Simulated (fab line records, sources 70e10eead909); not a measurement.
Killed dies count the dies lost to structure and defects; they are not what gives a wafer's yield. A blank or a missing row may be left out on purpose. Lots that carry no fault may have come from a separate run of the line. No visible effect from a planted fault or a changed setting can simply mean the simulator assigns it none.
A sampling plan put to the test :: flow nand harc :: one fab line, 52 faults that these records tell of, each judged on the records of the lots that it struck
The line's own looks make up the plan; these are the steps of the route where a gauge or inspection reads the wafer and leaves it unchanged. Where struck wafers have a number at a look and the file lists that look's usual mean and standard deviation on fault-free wafers, the look can be judged. Caught: a look later than the fault's first step finds the struck wafers' mean 4 or more of those standard deviations (sigma) from the usual mean. On the tool: the test repeated on the tool's own readings taken at the fault's steps. It also counts as caught if the struck wafers ran another recipe or if their record alone is blank.

## THE FAULTS, as the simulator had put them in
1. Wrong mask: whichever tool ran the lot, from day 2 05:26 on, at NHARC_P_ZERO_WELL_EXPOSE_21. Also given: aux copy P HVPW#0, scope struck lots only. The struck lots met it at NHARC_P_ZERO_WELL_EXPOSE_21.
2. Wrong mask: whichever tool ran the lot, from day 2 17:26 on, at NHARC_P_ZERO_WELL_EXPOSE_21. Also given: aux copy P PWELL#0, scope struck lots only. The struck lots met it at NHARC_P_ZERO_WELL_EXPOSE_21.
3. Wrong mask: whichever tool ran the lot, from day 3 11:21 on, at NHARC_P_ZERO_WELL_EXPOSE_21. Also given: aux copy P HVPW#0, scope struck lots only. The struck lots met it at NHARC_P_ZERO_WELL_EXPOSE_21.
4. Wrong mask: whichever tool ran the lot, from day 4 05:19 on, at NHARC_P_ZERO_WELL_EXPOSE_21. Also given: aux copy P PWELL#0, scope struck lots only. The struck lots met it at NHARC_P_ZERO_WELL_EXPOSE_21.
5. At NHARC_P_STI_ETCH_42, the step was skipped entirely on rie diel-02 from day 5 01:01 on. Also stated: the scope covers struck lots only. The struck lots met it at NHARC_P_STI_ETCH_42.
6. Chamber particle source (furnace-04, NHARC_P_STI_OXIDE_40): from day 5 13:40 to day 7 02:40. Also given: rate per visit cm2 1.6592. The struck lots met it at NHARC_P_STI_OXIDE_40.
7. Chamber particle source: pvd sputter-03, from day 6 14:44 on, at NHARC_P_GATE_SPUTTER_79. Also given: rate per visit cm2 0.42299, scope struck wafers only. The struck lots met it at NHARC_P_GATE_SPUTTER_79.
8. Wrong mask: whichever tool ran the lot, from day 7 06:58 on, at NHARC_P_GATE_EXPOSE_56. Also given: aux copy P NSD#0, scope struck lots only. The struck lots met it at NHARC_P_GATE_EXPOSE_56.
9. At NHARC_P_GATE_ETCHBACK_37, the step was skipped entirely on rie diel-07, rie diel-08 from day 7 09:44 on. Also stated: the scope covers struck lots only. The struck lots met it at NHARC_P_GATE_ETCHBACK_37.
10. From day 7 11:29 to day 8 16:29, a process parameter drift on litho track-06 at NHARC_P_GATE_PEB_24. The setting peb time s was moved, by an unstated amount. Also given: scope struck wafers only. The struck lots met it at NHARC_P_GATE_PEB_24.
11. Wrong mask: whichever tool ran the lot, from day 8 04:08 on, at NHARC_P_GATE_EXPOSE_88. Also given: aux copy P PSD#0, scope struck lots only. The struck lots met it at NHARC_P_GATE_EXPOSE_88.
12. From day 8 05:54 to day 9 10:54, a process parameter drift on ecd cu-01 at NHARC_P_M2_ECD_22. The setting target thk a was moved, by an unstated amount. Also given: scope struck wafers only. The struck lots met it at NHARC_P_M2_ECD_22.
13. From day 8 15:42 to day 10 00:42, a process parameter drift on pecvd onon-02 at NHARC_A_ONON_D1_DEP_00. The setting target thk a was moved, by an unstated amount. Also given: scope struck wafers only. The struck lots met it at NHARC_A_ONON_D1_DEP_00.
14. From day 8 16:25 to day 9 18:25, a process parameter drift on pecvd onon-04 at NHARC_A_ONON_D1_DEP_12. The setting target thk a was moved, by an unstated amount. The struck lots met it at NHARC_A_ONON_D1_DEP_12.
15. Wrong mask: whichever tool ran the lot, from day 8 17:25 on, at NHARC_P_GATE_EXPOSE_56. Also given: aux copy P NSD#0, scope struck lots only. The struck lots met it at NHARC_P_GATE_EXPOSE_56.
16. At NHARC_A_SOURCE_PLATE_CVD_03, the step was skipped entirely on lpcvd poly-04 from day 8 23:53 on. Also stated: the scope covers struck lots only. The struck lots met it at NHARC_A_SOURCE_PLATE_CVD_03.
17. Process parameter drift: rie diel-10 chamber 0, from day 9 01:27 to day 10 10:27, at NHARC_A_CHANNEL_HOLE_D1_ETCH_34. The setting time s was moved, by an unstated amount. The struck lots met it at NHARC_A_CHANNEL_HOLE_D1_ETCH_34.
18. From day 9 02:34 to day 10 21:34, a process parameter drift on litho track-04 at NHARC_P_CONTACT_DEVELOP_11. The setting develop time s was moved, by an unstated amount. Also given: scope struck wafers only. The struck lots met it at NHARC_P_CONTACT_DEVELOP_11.
19. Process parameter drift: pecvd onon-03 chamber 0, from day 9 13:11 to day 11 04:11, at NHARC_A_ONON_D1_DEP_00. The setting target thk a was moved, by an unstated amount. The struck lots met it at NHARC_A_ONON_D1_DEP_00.
20. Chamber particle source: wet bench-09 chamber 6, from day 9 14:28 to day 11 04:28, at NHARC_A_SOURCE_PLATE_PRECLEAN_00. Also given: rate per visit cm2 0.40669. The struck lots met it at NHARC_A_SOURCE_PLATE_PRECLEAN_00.
21. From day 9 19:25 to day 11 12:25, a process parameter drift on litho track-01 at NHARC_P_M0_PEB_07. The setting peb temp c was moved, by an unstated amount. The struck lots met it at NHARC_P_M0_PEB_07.
22. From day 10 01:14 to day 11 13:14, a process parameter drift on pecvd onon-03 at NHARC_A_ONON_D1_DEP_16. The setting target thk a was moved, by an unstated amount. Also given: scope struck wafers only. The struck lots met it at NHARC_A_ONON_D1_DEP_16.
23. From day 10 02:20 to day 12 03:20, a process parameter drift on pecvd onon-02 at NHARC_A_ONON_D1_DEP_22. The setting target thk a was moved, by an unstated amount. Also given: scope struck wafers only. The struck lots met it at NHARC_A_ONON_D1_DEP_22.
24. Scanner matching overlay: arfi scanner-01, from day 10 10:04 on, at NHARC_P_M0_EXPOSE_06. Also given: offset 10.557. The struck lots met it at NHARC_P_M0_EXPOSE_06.
25. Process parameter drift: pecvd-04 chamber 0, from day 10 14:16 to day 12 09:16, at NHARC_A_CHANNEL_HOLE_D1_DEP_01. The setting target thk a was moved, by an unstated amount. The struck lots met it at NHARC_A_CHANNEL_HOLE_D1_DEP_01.
26. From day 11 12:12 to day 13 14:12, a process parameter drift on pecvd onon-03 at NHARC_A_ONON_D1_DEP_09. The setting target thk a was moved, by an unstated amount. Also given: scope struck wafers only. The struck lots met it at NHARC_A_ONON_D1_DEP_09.
27. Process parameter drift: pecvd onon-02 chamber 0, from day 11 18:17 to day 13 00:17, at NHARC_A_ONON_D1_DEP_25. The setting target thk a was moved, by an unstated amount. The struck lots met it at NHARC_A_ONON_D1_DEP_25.
28. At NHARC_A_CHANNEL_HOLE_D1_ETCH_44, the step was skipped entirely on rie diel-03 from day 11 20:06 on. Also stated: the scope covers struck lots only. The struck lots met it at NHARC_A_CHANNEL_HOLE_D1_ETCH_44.
29. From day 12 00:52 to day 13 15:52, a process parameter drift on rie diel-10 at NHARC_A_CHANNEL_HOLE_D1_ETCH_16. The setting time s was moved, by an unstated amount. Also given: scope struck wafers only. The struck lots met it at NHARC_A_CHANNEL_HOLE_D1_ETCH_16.
30. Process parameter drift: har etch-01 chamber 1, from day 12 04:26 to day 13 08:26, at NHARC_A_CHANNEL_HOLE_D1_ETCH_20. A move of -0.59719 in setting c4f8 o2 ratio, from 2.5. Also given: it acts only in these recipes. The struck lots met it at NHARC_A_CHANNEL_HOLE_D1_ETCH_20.
31. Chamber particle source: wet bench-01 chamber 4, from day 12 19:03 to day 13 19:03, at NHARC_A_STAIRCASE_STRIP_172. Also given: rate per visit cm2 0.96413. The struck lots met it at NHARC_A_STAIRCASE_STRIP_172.
32. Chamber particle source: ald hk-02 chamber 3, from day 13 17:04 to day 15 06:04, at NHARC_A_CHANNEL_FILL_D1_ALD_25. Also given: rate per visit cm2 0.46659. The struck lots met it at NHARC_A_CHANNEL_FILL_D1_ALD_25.
33. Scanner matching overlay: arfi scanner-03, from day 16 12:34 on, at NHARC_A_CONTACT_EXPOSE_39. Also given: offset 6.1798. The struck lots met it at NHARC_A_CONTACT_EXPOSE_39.
34. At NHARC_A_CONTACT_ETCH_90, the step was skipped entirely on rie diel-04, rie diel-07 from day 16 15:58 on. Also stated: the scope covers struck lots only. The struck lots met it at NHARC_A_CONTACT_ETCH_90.
35. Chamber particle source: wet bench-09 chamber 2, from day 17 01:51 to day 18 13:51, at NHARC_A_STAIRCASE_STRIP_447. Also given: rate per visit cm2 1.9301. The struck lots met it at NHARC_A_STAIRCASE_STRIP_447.
36. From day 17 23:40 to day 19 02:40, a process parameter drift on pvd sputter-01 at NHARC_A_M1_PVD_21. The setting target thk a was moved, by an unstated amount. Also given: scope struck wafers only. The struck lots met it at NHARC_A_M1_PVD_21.
37. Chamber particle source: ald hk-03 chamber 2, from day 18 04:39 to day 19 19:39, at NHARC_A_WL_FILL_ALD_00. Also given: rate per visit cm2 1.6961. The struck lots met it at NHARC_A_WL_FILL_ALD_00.
38. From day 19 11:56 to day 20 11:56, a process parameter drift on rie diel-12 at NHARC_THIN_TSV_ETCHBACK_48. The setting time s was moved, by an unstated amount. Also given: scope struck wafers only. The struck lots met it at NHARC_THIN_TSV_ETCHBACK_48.
39. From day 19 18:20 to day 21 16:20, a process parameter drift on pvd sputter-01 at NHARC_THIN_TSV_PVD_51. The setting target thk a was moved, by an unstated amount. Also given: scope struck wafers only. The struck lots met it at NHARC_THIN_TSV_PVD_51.
40. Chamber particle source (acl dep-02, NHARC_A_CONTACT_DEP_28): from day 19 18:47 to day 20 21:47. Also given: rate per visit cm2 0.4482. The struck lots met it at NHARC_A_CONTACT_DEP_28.
41. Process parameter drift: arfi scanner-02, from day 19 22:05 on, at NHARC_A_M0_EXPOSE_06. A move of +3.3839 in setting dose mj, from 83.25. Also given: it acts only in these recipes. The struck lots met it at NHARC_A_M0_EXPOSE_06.
42. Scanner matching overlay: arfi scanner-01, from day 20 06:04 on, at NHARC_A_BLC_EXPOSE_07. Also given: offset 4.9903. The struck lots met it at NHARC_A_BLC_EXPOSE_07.
43. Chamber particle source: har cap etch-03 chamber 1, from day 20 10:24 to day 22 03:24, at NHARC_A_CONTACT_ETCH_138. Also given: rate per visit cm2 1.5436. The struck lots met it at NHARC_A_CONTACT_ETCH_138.
44. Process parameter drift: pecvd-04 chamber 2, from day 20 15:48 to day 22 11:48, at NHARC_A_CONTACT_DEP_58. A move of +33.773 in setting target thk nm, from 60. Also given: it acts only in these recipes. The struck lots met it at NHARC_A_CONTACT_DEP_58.
45. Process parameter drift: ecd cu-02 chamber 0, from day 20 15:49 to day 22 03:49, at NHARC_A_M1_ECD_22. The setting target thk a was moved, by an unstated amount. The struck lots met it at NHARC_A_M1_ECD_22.
46. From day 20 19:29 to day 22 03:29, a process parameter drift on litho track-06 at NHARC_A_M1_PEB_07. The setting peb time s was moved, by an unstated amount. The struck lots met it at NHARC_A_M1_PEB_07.
47. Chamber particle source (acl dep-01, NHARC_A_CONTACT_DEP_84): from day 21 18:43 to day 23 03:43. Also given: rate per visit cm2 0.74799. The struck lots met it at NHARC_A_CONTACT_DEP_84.
48. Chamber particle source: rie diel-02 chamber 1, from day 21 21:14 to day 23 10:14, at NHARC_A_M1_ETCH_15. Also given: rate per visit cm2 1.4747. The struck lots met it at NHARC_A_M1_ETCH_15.
49. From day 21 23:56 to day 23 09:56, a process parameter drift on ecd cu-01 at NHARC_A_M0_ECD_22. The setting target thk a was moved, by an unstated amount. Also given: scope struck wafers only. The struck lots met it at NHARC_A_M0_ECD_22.
50. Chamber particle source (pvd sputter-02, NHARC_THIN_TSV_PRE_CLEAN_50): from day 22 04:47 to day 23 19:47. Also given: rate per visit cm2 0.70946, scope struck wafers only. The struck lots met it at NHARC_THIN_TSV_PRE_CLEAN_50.
51. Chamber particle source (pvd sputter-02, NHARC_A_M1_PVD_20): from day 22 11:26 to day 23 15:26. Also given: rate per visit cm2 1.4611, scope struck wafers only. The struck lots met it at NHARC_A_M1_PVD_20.
52. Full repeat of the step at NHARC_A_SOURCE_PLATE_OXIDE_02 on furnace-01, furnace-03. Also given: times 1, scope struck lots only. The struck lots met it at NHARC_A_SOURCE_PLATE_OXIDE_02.

## WHAT THE PLAN SAW
fault: 1
on the tool itself: no reading that can be judged
first look that catches it: NHARC_END_SORT_01
reading, sigma: killed at periphery +99 or beyond
median hours from its first step to that look: 406.5
hours from the fault's start to the first struck lot there: 409
judged looks passed uncaught: 1

fault: 2
on the tool itself: under 2 sigma
first look that catches it: NHARC_END_SORT_01
reading, sigma: killed at periphery +99 or beyond
median hours from its first step to that look: 420.9
hours from the fault's start to the first struck lot there: 423
judged looks passed uncaught: 1

fault: 3
on the tool itself: under 2 sigma
first look that catches it: NHARC_END_SORT_01
reading, sigma: killed at periphery +99 or beyond
median hours from its first step to that look: 421.3
hours from the fault's start to the first struck lot there: 424
judged looks passed uncaught: 0

fault: 4
on the tool itself: no reading that can be judged
first look that catches it: NHARC_END_SORT_01
reading, sigma: killed at periphery +99 or beyond
median hours from its first step to that look: 444.2
hours from the fault's start to the first struck lot there: 446
judged looks passed uncaught: 1

fault: 5
on the tool itself: the tool's record is blank for the struck wafers
first look that catches it: NHARC_END_SORT_01
reading, sigma: killed at periphery +99 or beyond
median hours from its first step to that look: 411.4
hours from the fault's start to the first struck lot there: 409
judged looks passed uncaught: 0

fault: 6
on the tool itself: under 2 sigma
first look that catches it: NHARC_P_STI_INSPECT_25
reading, sigma: raw defect count +14
median hours from its first step to that look: 4.0
hours from the fault's start to the first struck lot there: 11
judged looks passed uncaught: 0

fault: 7
on the tool itself: no reading that can be judged
first look that catches it: NHARC_END_SORT_01
reading, sigma: killed at periphery +31
median hours from its first step to that look: 329.0
hours from the fault's start to the first struck lot there: 345
judged looks passed uncaught: 1

fault: 8
on the tool itself: no reading that can be judged
first look that catches it: NHARC_END_SORT_01
reading, sigma: killed at periphery +99 or beyond
median hours from its first step to that look: 336.7
hours from the fault's start to the first struck lot there: 339
judged looks passed uncaught: 0

fault: 9
on the tool itself: the tool's record is blank for the struck wafers
first look that catches it: NHARC_END_SORT_01
reading, sigma: killed at periphery +99 or beyond
median hours from its first step to that look: 327.5
hours from the fault's start to the first struck lot there: 336
judged looks passed uncaught: 0

fault: 10
on the tool itself: no reading that can be judged
first look that catches it: NHARC_P_GATE_CD_MEAS_26
reading, sigma: cd nm -6.8
median hours from its first step to that look: 0.1
hours from the fault's start to the first struck lot there: 13
judged looks passed uncaught: 0

fault: 11
on the tool itself: no reading that can be judged
first look that catches it: NHARC_END_SORT_01
reading, sigma: killed at periphery +99 or beyond
median hours from its first step to that look: 321.5
hours from the fault's start to the first struck lot there: 334
judged looks passed uncaught: 0

fault: 12
on the tool itself: no reading that can be judged
first look that catches it: no look after it can be judged
reading, sigma: -
median hours from its first step to that look: -
hours from the fault's start to the first struck lot there: -
judged looks passed uncaught: 0

fault: 13
on the tool itself: no reading that can be judged
first look that catches it: NHARC_A_ONON_D1_THK_MEAS_02
reading, sigma: thk nm -34
median hours from its first step to that look: 0.5
hours from the fault's start to the first struck lot there: 4
judged looks passed uncaught: 0

fault: 14
on the tool itself: no reading that can be judged
first look that catches it: NHARC_A_ONON_D1_THK_MEAS_14
reading, sigma: thk nm +43
median hours from its first step to that look: 0.5
hours from the fault's start to the first struck lot there: 6
judged looks passed uncaught: 0

fault: 15
on the tool itself: no reading that can be judged
first look that catches it: NHARC_END_SORT_01
reading, sigma: killed at periphery +99 or beyond
median hours from its first step to that look: 338.4
hours from the fault's start to the first struck lot there: 338
judged looks passed uncaught: 0

fault: 16
on the tool itself: the tool's record is blank for the struck wafers
first look that catches it: NHARC_A_SOURCE_PLATE_THK_MEAS_06
reading, sigma: thk nm -60
median hours from its first step to that look: 12.4
hours from the fault's start to the first struck lot there: 19
judged looks passed uncaught: 0

fault: 17
on the tool itself: run length s -13 sigma
first look that catches it: NHARC_END_SORT_01
reading, sigma: killed dies +5.9
median hours from its first step to that look: 258.0
hours from the fault's start to the first struck lot there: 255
judged looks passed uncaught: 0

fault: 18
on the tool itself: under 2 sigma
first look that catches it: none of the 3 looks that can be judged after it
reading, sigma: -
median hours from its first step to that look: -
hours from the fault's start to the first struck lot there: -
judged looks passed uncaught: 3

fault: 19
on the tool itself: under 2 sigma
first look that catches it: NHARC_A_ONON_D1_THK_MEAS_02
reading, sigma: thk nm -31
median hours from its first step to that look: 0.5
hours from the fault's start to the first struck lot there: 6
judged looks passed uncaught: 0

fault: 20
on the tool itself: no reading that can be judged
first look that catches it: NHARC_A_SOURCE_PLATE_INSPECT_08
reading, sigma: raw defect count +15
median hours from its first step to that look: 19.4
hours from the fault's start to the first struck lot there: 37
judged looks passed uncaught: 2

fault: 21
on the tool itself: plate temp C -27 sigma
first look that catches it: NHARC_P_M0_CD_MEAS_09
reading, sigma: cd nm -24
median hours from its first step to that look: 0.1
hours from the fault's start to the first struck lot there: 7
judged looks passed uncaught: 0

fault: 22
on the tool itself: no reading that can be judged
first look that catches it: NHARC_A_ONON_D1_THK_MEAS_18
reading, sigma: thk nm -34
median hours from its first step to that look: 0.5
hours from the fault's start to the first struck lot there: 7
judged looks passed uncaught: 0

fault: 23
on the tool itself: no reading that can be judged
first look that catches it: NHARC_A_ONON_D1_THK_MEAS_24
reading, sigma: thk nm +47
median hours from its first step to that look: 0.5
hours from the fault's start to the first struck lot there: 30
judged looks passed uncaught: 0

fault: 24
on the tool itself: exposure dose mJ cm2 +38 sigma
first look that catches it: NHARC_P_M0_CD_MEAS_09
reading, sigma: cd nm +5.2
median hours from its first step to that look: 0.1
hours from the fault's start to the first struck lot there: 8
judged looks passed uncaught: 0

fault: 25
on the tool itself: under 2 sigma
first look that catches it: NHARC_END_SORT_01
reading, sigma: killed at array +58
median hours from its first step to that look: 280.2
hours from the fault's start to the first struck lot there: 260
judged looks passed uncaught: 0

fault: 26
on the tool itself: no reading that can be judged
first look that catches it: NHARC_A_ONON_D1_THK_MEAS_11
reading, sigma: thk nm -25
median hours from its first step to that look: 0.4
hours from the fault's start to the first struck lot there: 7
judged looks passed uncaught: 0

fault: 27
on the tool itself: no reading that can be judged
first look that catches it: NHARC_A_ONON_D1_THK_MEAS_27
reading, sigma: thk nm +58
median hours from its first step to that look: 0.5
hours from the fault's start to the first struck lot there: 4
judged looks passed uncaught: 0

fault: 28
on the tool itself: the tool's record is blank for the struck wafers
first look that catches it: NHARC_END_SORT_01
reading, sigma: killed at array +58
median hours from its first step to that look: 252.9
hours from the fault's start to the first struck lot there: 246
judged looks passed uncaught: 1

fault: 29
on the tool itself: run length s -99 or beyond sigma
first look that catches it: NHARC_END_SORT_01
reading, sigma: killed at array +29
median hours from its first step to that look: 279.9
hours from the fault's start to the first struck lot there: 289
judged looks passed uncaught: 0

fault: 30
on the tool itself: under 2 sigma
first look that catches it: not the one look that can be judged after it
reading, sigma: -
median hours from its first step to that look: -
hours from the fault's start to the first struck lot there: -
judged looks passed uncaught: 1

fault: 31
on the tool itself: no reading that can be judged
first look that catches it: NHARC_END_SORT_01
reading, sigma: killed at array +6.5
median hours from its first step to that look: 201.7
hours from the fault's start to the first struck lot there: 208
judged looks passed uncaught: 0

fault: 32
on the tool itself: under 2 sigma
first look that catches it: none of the 2 looks that can be judged after it
reading, sigma: strongest: killed at array at NHARC_END_SORT_01, +3.7
median hours from its first step to that look: -
hours from the fault's start to the first struck lot there: -
judged looks passed uncaught: 2

fault: 33
on the tool itself: no reading that can be judged
first look that catches it: NHARC_A_CONTACT_OVL_MEAS_43
reading, sigma: overlay x nm +9.0
median hours from its first step to that look: 0.2
hours from the fault's start to the first struck lot there: 0
judged looks passed uncaught: 0

fault: 34
on the tool itself: the tool's record is blank for the struck wafers
first look that catches it: NHARC_END_SORT_01
reading, sigma: killed dies +58
median hours from its first step to that look: 67.5
hours from the fault's start to the first struck lot there: 69
judged looks passed uncaught: 0

fault: 35
on the tool itself: no reading that can be judged
first look that catches it: NHARC_END_SORT_01
reading, sigma: killed dies +6.0
median hours from its first step to that look: 144.3
hours from the fault's start to the first struck lot there: 149
judged looks passed uncaught: 2

fault: 36
on the tool itself: under 2 sigma
first look that catches it: NHARC_END_SORT_01
reading, sigma: sort_bin_2_pct +99 or beyond
median hours from its first step to that look: 42.0
hours from the fault's start to the first struck lot there: 39
judged looks passed uncaught: 0

fault: 37
on the tool itself: under 2 sigma
first look that catches it: NHARC_END_SORT_01
reading, sigma: killed at array +8.0
median hours from its first step to that look: 107.3
hours from the fault's start to the first struck lot there: 111
judged looks passed uncaught: 0

fault: 38
on the tool itself: run length s -99 or beyond sigma
first look that catches it: NHARC_END_SORT_01
reading, sigma: killed at other +99 or beyond
median hours from its first step to that look: 15.5
hours from the fault's start to the first struck lot there: 34
judged looks passed uncaught: 0

fault: 39
on the tool itself: under 2 sigma
first look that catches it: NHARC_END_SORT_01
reading, sigma: killed at other +99 or beyond
median hours from its first step to that look: 12.2
hours from the fault's start to the first struck lot there: 32
judged looks passed uncaught: 3

fault: 40
on the tool itself: under 2 sigma
first look that catches it: NHARC_A_CONTACT_INSPECT_44
reading, sigma: raw defect count +21
median hours from its first step to that look: 2.5
hours from the fault's start to the first struck lot there: 6
judged looks passed uncaught: 0

fault: 41
on the tool itself: exposure dose mJ cm2 +4.9 sigma
first look that catches it: none of the 2 looks that can be judged after it
reading, sigma: strongest: cd nm at NHARC_A_M0_CD_MEAS_09, +3.9
median hours from its first step to that look: -
hours from the fault's start to the first struck lot there: -
judged looks passed uncaught: 2

fault: 42
on the tool itself: under 2 sigma
first look that catches it: NHARC_A_BLC_OVL_MEAS_11
reading, sigma: overlay x nm +5.4
median hours from its first step to that look: 0.2
hours from the fault's start to the first struck lot there: 0
judged looks passed uncaught: 0

fault: 43
on the tool itself: under 2 sigma
first look that catches it: NHARC_END_SORT_01
reading, sigma: killed at array +4.5
median hours from its first step to that look: 67.8
hours from the fault's start to the first struck lot there: 70
judged looks passed uncaught: 2

fault: 44
on the tool itself: under 2 sigma
first look that catches it: NHARC_END_SORT_01
reading, sigma: killed dies +58
median hours from its first step to that look: 80.1
hours from the fault's start to the first struck lot there: 82
judged looks passed uncaught: 0

fault: 45
on the tool itself: no reading that can be judged
first look that catches it: no look after it can be judged
reading, sigma: -
median hours from its first step to that look: -
hours from the fault's start to the first struck lot there: -
judged looks passed uncaught: 0

fault: 46
on the tool itself: no reading that can be judged
first look that catches it: NHARC_A_M1_CD_MEAS_09
reading, sigma: cd nm +11
median hours from its first step to that look: 0.1
hours from the fault's start to the first struck lot there: 24
judged looks passed uncaught: 0

fault: 47
on the tool itself: under 2 sigma
first look that catches it: NHARC_A_CONTACT_INSPECT_10
reading, sigma: raw defect count +35
median hours from its first step to that look: 1.8
hours from the fault's start to the first struck lot there: 12
judged looks passed uncaught: 1

fault: 48
on the tool itself: under 2 sigma
first look that catches it: NHARC_END_SORT_01
reading, sigma: sort_bin_3_pct +19
median hours from its first step to that look: 36.5
hours from the fault's start to the first struck lot there: 48
judged looks passed uncaught: 0

fault: 49
on the tool itself: no reading that can be judged
first look that catches it: not the one look that can be judged after it
reading, sigma: -
median hours from its first step to that look: -
hours from the fault's start to the first struck lot there: -
judged looks passed uncaught: 1

fault: 50
on the tool itself: under 2 sigma
first look that catches it: NHARC_END_SORT_01
reading, sigma: killed at other +86
median hours from its first step to that look: 14.3
hours from the fault's start to the first struck lot there: 26
judged looks passed uncaught: 0

fault: 51
on the tool itself: under 2 sigma
first look that catches it: NHARC_END_SORT_01
reading, sigma: sort_bin_3_pct +9.5
median hours from its first step to that look: 35.1
hours from the fault's start to the first struck lot there: 36
judged looks passed uncaught: 4

fault: 52
on the tool itself: under 2 sigma
first look that catches it: NHARC_A_SOURCE_PLATE_THK_MEAS_09
reading, sigma: thk nm +5.3
median hours from its first step to that look: 8.6
hours from the fault's start to the first struck lot there: -
judged looks passed uncaught: 0
A dash: the fault isn't caught, or these records don't give the number.

Caught at a look: 45 of 52. Caught on the tool: 11 of 52. By one or the other: 46 of 52.
Caught on the tool alone: fault 41.
Caught at a look alone: faults 1, 2, 3, 4, 6, 7, 8, 10, 11, 13, 14, 15, 19, 20, 22, 23, 25, 26, 27, 31, 33, 35, 36, 37, 39, 40, 42, 43, 44, 46, 47, 48, 50, 51, 52.
Caught by neither: faults 12, 18, 30, 32, 45, 49.

## THINNER SAMPLING
Were the look that catches a fault to measure just every second or every third lot (counted by lot number), the first struck lot would, at worst, be measured this late:
fault: 1
struck lots at that look, in order of time: L684
every lot: 409 h
every second lot: may miss it
every third lot: may miss it

fault: 2
struck lots at that look, in order of time: L344
every lot: 423 h
every second lot: may miss it
every third lot: may miss it

fault: 3
struck lots at that look, in order of time: L332
every lot: 424 h
every second lot: may miss it
every third lot: may miss it

fault: 4
struck lots at that look, in order of time: L356
every lot: 446 h
every second lot: may miss it
every third lot: may miss it

fault: 5
struck lots at that look, in order of time: L391, L390
every lot: 409 h
every second lot: 426 h
every third lot: may miss all 2

fault: 6
struck lots at that look, in order of time: L678, L679
every lot: 11 h
every second lot: 11 h
every third lot: may miss all 2

fault: 7
struck lots at that look, in order of time: L933
every lot: 345 h
every second lot: may miss it
every third lot: may miss it

fault: 8
struck lots at that look, in order of time: L215
every lot: 339 h
every second lot: may miss it
every third lot: may miss it

fault: 9
struck lots at that look, in order of time: L940, L944, L943
every lot: 336 h
every second lot: 353 h
every third lot: may miss all 3

fault: 10
struck lots at that look, in order of time: L903, L902
every lot: 13 h
every second lot: 14 h
every third lot: may miss all 2

fault: 11
struck lots at that look, in order of time: L511
every lot: 334 h
every second lot: may miss it
every third lot: may miss it

fault: 13
struck lots at that look, in order of time: L505, L509
every lot: 4 h
every second lot: may miss all 2
every third lot: may miss all 2

fault: 14
struck lots at that look, in order of time: L576, L578
every lot: 6 h
every second lot: may miss all 2
every third lot: may miss all 2

fault: 15
struck lots at that look, in order of time: L637
every lot: 338 h
every second lot: may miss it
every third lot: may miss it

fault: 16
struck lots at that look, in order of time: L354, L355
every lot: 19 h
every second lot: 19 h
every third lot: may miss all 2

fault: 17
struck lots at that look, in order of time: L479, L483
every lot: 255 h
every second lot: may miss all 2
every third lot: may miss all 2

fault: 19
struck lots at that look, in order of time: L516, L519
every lot: 6 h
every second lot: 32 h
every third lot: may miss all 2

fault: 20
struck lots at that look, in order of time: L385
every lot: 37 h
every second lot: may miss it
every third lot: may miss it

fault: 21
struck lots at that look, in order of time: L326, L325
every lot: 7 h
every second lot: 8 h
every third lot: may miss all 2

fault: 22
struck lots at that look, in order of time: L375, L377, L379
every lot: 7 h
every second lot: may miss all 3
every third lot: 36 h

fault: 23
struck lots at that look, in order of time: L353, L351
every lot: 30 h
every second lot: may miss all 2
every third lot: may miss all 2

fault: 24
struck lots at that look, in order of time: L352, L353
every lot: 8 h
every second lot: 15 h
every third lot: may miss all 2

fault: 25
struck lots at that look, in order of time: L424, L428, L430
every lot: 260 h
every second lot: may miss all 3
every third lot: may miss all 3

fault: 26
struck lots at that look, in order of time: L430, L434
every lot: 7 h
every second lot: may miss all 2
every third lot: may miss all 2

fault: 27
struck lots at that look, in order of time: L361, L363
every lot: 4 h
every second lot: may miss all 2
every third lot: may miss all 2

fault: 28
struck lots at that look, in order of time: L609, L608
every lot: 246 h
every second lot: 263 h
every third lot: may miss all 2

fault: 29
struck lots at that look, in order of time: L767, L771
every lot: 289 h
every second lot: may miss all 2
every third lot: may miss all 2

fault: 31
struck lots at that look, in order of time: L881
every lot: 208 h
every second lot: may miss it
every third lot: may miss it

fault: 33
struck lots at that look, in order of time: L403, L405, L409
every lot: 0 h
every second lot: may miss all 3
every third lot: may miss all 3

fault: 34
struck lots at that look, in order of time: L278, L277
every lot: 69 h
every second lot: 69 h
every third lot: may miss all 2

fault: 35
struck lots at that look, in order of time: L887
every lot: 149 h
every second lot: may miss it
every third lot: may miss it

fault: 36
struck lots at that look, in order of time: L817, L820
every lot: 39 h
every second lot: 46 h
every third lot: may miss all 2

fault: 37
struck lots at that look, in order of time: L864, L871
every lot: 111 h
every second lot: 147 h
every third lot: may miss all 2

fault: 38
struck lots at that look, in order of time: L293
every lot: 34 h
every second lot: may miss it
every third lot: may miss it

fault: 39
struck lots at that look, in order of time: L206, L208
every lot: 32 h
every second lot: may miss all 2
every third lot: may miss all 2

fault: 40
struck lots at that look, in order of time: L278, L281
every lot: 6 h
every second lot: 16 h
every third lot: may miss all 2

fault: 42
struck lots at that look, in order of time: L520, L525
every lot: 0 h
every second lot: 36 h
every third lot: may miss all 2

fault: 43
struck lots at that look, in order of time: L792, L794
every lot: 70 h
every second lot: may miss all 2
every third lot: may miss all 2

fault: 44
struck lots at that look, in order of time: L464
every lot: 82 h
every second lot: may miss it
every third lot: may miss it

fault: 46
struck lots at that look, in order of time: L700, L699
every lot: 24 h
every second lot: 27 h
every third lot: may miss all 2

fault: 47
struck lots at that look, in order of time: L578, L577
every lot: 12 h
every second lot: 16 h
every third lot: may miss all 2

fault: 48
struck lots at that look, in order of time: L366, L369
every lot: 48 h
every second lot: 57 h
every third lot: may miss all 2

fault: 50
struck lots at that look, in order of time: L859, L860
every lot: 26 h
every second lot: 45 h
every third lot: may miss all 2

fault: 51
struck lots at that look, in order of time: L727
every lot: 36 h
every second lot: may miss it
every third lot: may miss it
Hours: fault start to first struck lot measured. Since the struck wafers were tested as one group against 4 sigma, a single lot by itself may lie under the limit. Other struck lots may not be in these records.

## THE LONGEST TIMED WAY FROM STEP TO LOOK
In fault 4, a median of 444.2 hours elapses between NHARC_P_ZERO_WELL_EXPOSE_21 and NHARC_END_SORT_01. The look between them that can be judged stayed within 4 sigma: NHARC_P_ZERO_WELL_CD_MEAS_37.
